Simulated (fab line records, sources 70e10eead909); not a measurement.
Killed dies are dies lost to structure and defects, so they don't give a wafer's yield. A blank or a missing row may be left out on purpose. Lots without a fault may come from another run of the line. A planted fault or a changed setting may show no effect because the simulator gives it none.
Chamber matching | flow nand_harc | NHARC_A_CHANNEL_FILL_D2_ALD_25 on ald_hk-01: 4 sister chambers
The step deposits SiOx, target thk 60 nm, pulse time 10 s, ald cycles 600. 18 wafers are shown with their chamber, then 9 later ones without.

WAFERS WITH THEIR CHAMBER
wafer  | chamber | heater_power_w (W) | precursor_pulse_height_rel
L077.3 | 2       | 450                | 0.991
L077.4 | 3       | 511                | 0.998
L077.1 | 1       | 438                | 0.994
L077.2 | 0       | 436                | 1.002
L077.6 | 2       | 466                | 0.987
L077.5 | 3       | 525                | 0.990
L080.1 | 3       | 527                | 0.961
L080.3 | 0       | 438                | 1.011
L080.6 | 0       | 447                | 1.018
L085.2 | 2       | 476                | 0.948
L085.3 | 1       | 451                | 0.971
L085.4 | 3       | 537                | 0.994
L088.1 | 1       | 436                | 1.015
L088.3 | 0       | 425                | 1.014
L088.5 | 0       | 428                | 1.017
L091.2 | 3       | 540                | 0.997
L091.5 | 1       | 445                | 1.009
L091.6 | 0       | 440                | 0.987

SIGNATURES (means of the wafers above)
reading                    | chamber 0 | chamber 1 | chamber 2 | chamber 3 | scatter within a chamber
heater_power_w             | 435.67    | 442.50    | 464.00    | 528.00    | 9.76
precursor_pulse_height_rel | 1.00817   | 0.99725   | 0.97533   | 0.98800   | 0.0168
Rule: a wafer's distance from a chamber is the root of the sum, over the readings, of the square of ((its reading less the chamber's mean) divided by the reading's scatter). The wafer belongs to the nearest chamber; if the next one is less than 2 further off, it can't be placed. The scatter: the root of (the sum of the squares of (reading less its chamber's mean) over the shown wafers, divided by (wafers less chambers)).

WAFERS WITHOUT THEIR CHAMBER
wafer  | heater_power_w (W) | precursor_pulse_height_rel
L093.3 | 470                | 1.000
L093.4 | 536                | 0.988
L093.1 | 437                | 1.009
L093.2 | 437                | 1.015
L093.5 | 463                | 1.016
L093.6 | 541                | 0.988
L097.1 | 437                | 0.968
L097.5 | 436                | 1.043
L097.6 | 444                | 0.959

WHICH CHAMBER EACH WENT THROUGH
wafer  | from the rows above          | in truth
L093.3 | can't be placed: 2 or 1 or 0 | 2
L093.4 | 3                            | 3
L093.1 | can't be placed: 0 or 1      | 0
L093.2 | can't be placed: 0 or 1      | 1
L093.5 | can't be placed: 1 or 2 or 0 | 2
L093.6 | 3                            | 3
L097.1 | can't be placed: 1 or 0 or 2 | 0
L097.5 | can't be placed: 0 or 1      | 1
L097.6 | can't be placed: 2 or 1 or 0 | 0
Placed correctly: 2 of 9. Can't be placed from these rows: 7 (the true chamber is among the candidates in 7). Placed wrongly: 0.
